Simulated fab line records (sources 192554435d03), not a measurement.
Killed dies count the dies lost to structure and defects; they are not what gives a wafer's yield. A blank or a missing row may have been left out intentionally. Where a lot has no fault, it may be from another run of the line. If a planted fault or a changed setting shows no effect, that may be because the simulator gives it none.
Code-filled problem report in 8D (eight disciplines) form -- flow n5-finfet -- the parts of the form that need people (team, actions taken, sign-off) are left out

== 1. THE ISSUE ==
Wafers without a fault read 55.04 with a standard deviation of 0.15, while exposure-dose-mJ-cm2 at N5_BEOL_M0_SAQP_EXPOSE_11 averages 54.20 across 3 wafers of 1 lot. Measured from the usual mean, that is -5.6 standard deviations.
The step: exposes mask M0 CORE, target cd 42 nm.
The first sign was on wafer L738.1 at day 7 07:23, on arfi-scanner-03. The record holds 33 wafers of 11 lots with a number at this step. Rule for "out", or "out of limits": more than 4 standard deviations from the usual mean. All remaining wafers that have a number are taken as sound.

== 2. WHAT IT IS, WHAT IT ISN'T ==
question,is,is not
which readings at this step,exposure-dose-mJ-cm2,-
which lots,L738,"L731, L733, L734, L735, L737, L745, L746, L749, L753, L754"
which wafers of those lots,all that have a number,-
read on which tools,arfi-scanner-03,"arfi-scanner-01, arfi-scanner-02"
when,from day 7 07:23,"up to then (15 sound wafers); but 15 sound wafers of L745, L746, L749, L753, L754 came after"

== 3. SUSPECTS, AND WHAT RULES EACH OUT ==
Counting: any tool at a process step up to the reading is kept as a suspect provided that every lot that is out went through it and no sound lot did after the first of them.
- cvd-w-02 at N5_MOL_CONTACT_COAG_CVD_140 (deposits W, target thk 66.5 nm, time 215 s): ruled out as a lasting fault. Sound lots L745 ran on it after its first lot that is out, L738 (day 7 00:49).
- pecvd-02 at N5_BEOL_M0_SAQP_HM_DEP_111 (deposits SiO2 from SiH4/N2O, target thk 12 nm, time 7.2 s): ruled out as a lasting fault. Sound lots L745 ran on it after its first lot that is out, L738 (day 7 07:11).
- arfi-scanner-03 at N5_BEOL_M0_SAQP_EXPOSE_11 (exposes mask M0 CORE, target cd 42 nm): kept. It ran the lot that is out, L738 (day 7 07:23), and no sound lot after that; its last sound lot up to then is L737 (day 7 03:20). Out on those wafers are its own readings of exposure-dose-mJ-cm2.
Remaining after the count: arfi-scanner-03 at N5_BEOL_M0_SAQP_EXPOSE_11.

== 4. THE CAUSE (what the simulator had put in) ==
Process parameter drift: arfi-scanner-03, from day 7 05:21 on, at N5_BEOL_M0_SAQP_EXPOSE_11. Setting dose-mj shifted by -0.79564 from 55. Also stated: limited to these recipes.
After counting, this tool was the only one left.

== 5. THE CHAIN OF EFFECTS, in route order ==
Rows list readings where the struck wafers' mean (over those with a number) sits beyond 3 standard deviations from the usual. Scope: only readings with a usual standard deviation given in the record; hours: median across lots of the time from each lot's start at the first step in this table that gives one to its start at this step; sigmas: change in usual standard deviations.
hours,step,reading,usual,on struck wafers,change,sigmas
0,N5_BEOL_M0_SAQP_EXPOSE_11,exposure-dose-mJ-cm2,55.04,54.20,-0.84,-5.6
Process steps it contains:
- N5_BEOL_M0_SAQP_EXPOSE_11: exposes mask M0 CORE, target cd 42 nm.
At these later measuring or inspecting steps, every struck wafer for which the step has a row has a number for every such reading, and none has moved that far: N5_BEOL_M4_RC_MEAS_101.

== 6. WHAT WOULD HAVE CAUGHT IT SOONER ==
The fault began at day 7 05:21; the first out-of-limits reading in this record came at day 7 07:23, 2 hours later.
